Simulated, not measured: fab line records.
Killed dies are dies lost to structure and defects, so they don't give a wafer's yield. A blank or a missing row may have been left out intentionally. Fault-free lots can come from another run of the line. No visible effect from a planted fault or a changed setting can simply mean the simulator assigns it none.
A lot that was struck, set against a sound lot	flow nand_harc	23 out of 1302 route steps
Sound: wafers L294.1, L294.2, L294.6. Struck: wafers L304.1, L304.4, L304.5. The cause is named last.
Each step with rows lists, per side, the tool, then ch with its chambers, then its first start. Under that, the readings that differ: sound wafers	struck wafers	difference of the means	sigmas: that difference in standard deviations of wafers without a fault.
alike: readings whose means differ by less than 2 such deviations, and words and numbers that are the same on both sides. not compared: withheld readings, readings that some wafer has no value for, bounds like >300 that may hide the same value, and numbers for which the record gives no deviation and whose values overlap.
A row with sigmas, a row that says differs or no value, or rows on one side alone: a step with any of these is where the two part. Numbers that don't overlap but have no deviation are shown without sigmas and don't part them. A reading missing from all wafers of one side parts the sides only when that side holds two or more wafers.

first, 4 steps without rows for these wafers: NHARC_P_GATE_EBR_87; NHARC_P_GATE_EXPOSE_88 (exposes mask P HVN, target cd 2000 nm); NHARC_P_GATE_PEB_89 (peb time 85 s); NHARC_P_GATE_DEVELOP_90 (time 70 s).
NHARC_P_GATE_CD_MEAS_91 targets a cd of 2000 nm.
  sound on cd_sem-02 ch 0, day 7 20:48; struck on cd_sem-02 ch 0, day 11 20:46
  alike: cd_nm
then, 1 step without rows for these wafers: NHARC_P_GATE_HARDBAKE_92 (time 80 s).
NHARC_P_GATE_DESCUM_93: chemistry O2, time 3 s.
  sound on rie_diel-03 ch 1,2,3, day 7 20:58; struck on rie_diel-07 ch 0,1,3, day 11 20:56
reading	sound	struck	difference	sigmas
rf_vpp_V (V)	56.6 58.1 55.2	57.4 58.4 59.8	+1.9	+2
showerhead_plenum_p_Torr (Torr)	1.80 1.92 1.81	2.03 2.01 1.95	+0.15	+2
  alike: chamber_pressure_mTorr, drypump_motor_current_A, oes_product_au, throttle_valve_pct
  not compared: rf_hours_counter_h
after that, 1 step had no rows for these wafers: NHARC_P_GATE_IMPLANT_94.
NHARC_P_GATE_STRIP_113: strips in N2/H2, time 740 s.
  sound on plasma_asher-01 ch 0,1, day 7 21:20; struck on plasma_asher-02 ch 0, day 11 21:25
  alike: drypump_motor_current_A, heater_power_w
  not compared: rf_hours_counter_h
then, 3 steps without rows for these wafers: NHARC_P_GATE_STRIP_95 (strips in O2); NHARC_P_GATE_STRIP_96 (strips in SPM, time 900 s); NHARC_P_GATE_RTA_64 (time 1 s).
NHARC_P_GATE_ETCH_77: etches SiO2 in dHF, target depth 6 nm.
  sound on wet_bench-02 ch 0,1,6, day 7 22:49; struck on wet_bench-02 ch 0,1,6, day 11 22:53
NHARC_P_GATE_DEGAS_109: time 60 s.
  sound: pvd_sputter-02 at day 7 22:55; struck: pvd_sputter-02 at day 11 22:59
  alike: heater_power_w
then, 3 steps without rows for these wafers: NHARC_P_GATE_PRE_CLEAN_110 (time 30 s); NHARC_P_GATE_SPUTTER_78 (material Ni, target thk 10 nm); NHARC_P_GATE_SPUTTER_79 (material TiN, target thk 10 nm).
NHARC_P_GATE_RTA_80: time 30 s.
  sound on rtp_anneal-01 ch 0, day 7 23:13; struck on rtp_anneal-01 ch 0, day 11 23:17
  alike: lamp_power_pct, lamp_zone_4_pct, wafer_temp_C_max
then, 1 step without rows for these wafers: NHARC_P_GATE_STRIP_67 (strips in SPM, time 600 s).
NHARC_P_GATE_RTA_82: time 30 s.
  sound on rtp_anneal-01 ch 0, day 7 23:40; struck on rtp_anneal-02 ch 0, day 11 23:44
reading	sound	struck	difference	sigmas
lamp_power_pct (%)	4.7 4.7 4.7	4.0 4.0 4.0	-0.7	-2
lamp_zone_4_pct (%)	4.7 4.7 4.7	4.0 4.0 4.0	-0.7	-2
  alike: wafer_temp_C_max
NHARC_P_GATE_INSPECT_68:
  sound: defect_inspect-01 at day 7 23:52; struck: defect_inspect-02 at day 11 23:56
reading	sound	struck	difference	sigmas
raw_defect_count	182 206 280	654 591 620	+399	+6
then, 1 step without rows for these wafers: NHARC_P_CONTACT_DEP_30 (deposits SiNx, target thk 30 nm).
-- record jumps: 18 days between struck wafers' starts before vs after; left off in module P_CONTACT, resumes in module END, first step shown is number 1302 of the route --
NHARC_END_SORT_01:
  only the struck wafers appear in the record here, on prober-01 ch 0 at day 30 09:43; the sound ones have no rows

## WHERE THEY PART
Earliest at NHARC_P_GATE_DESCUM_93; latest, in this record, at NHARC_END_SORT_01.

WHY: what had been put in by the simulator
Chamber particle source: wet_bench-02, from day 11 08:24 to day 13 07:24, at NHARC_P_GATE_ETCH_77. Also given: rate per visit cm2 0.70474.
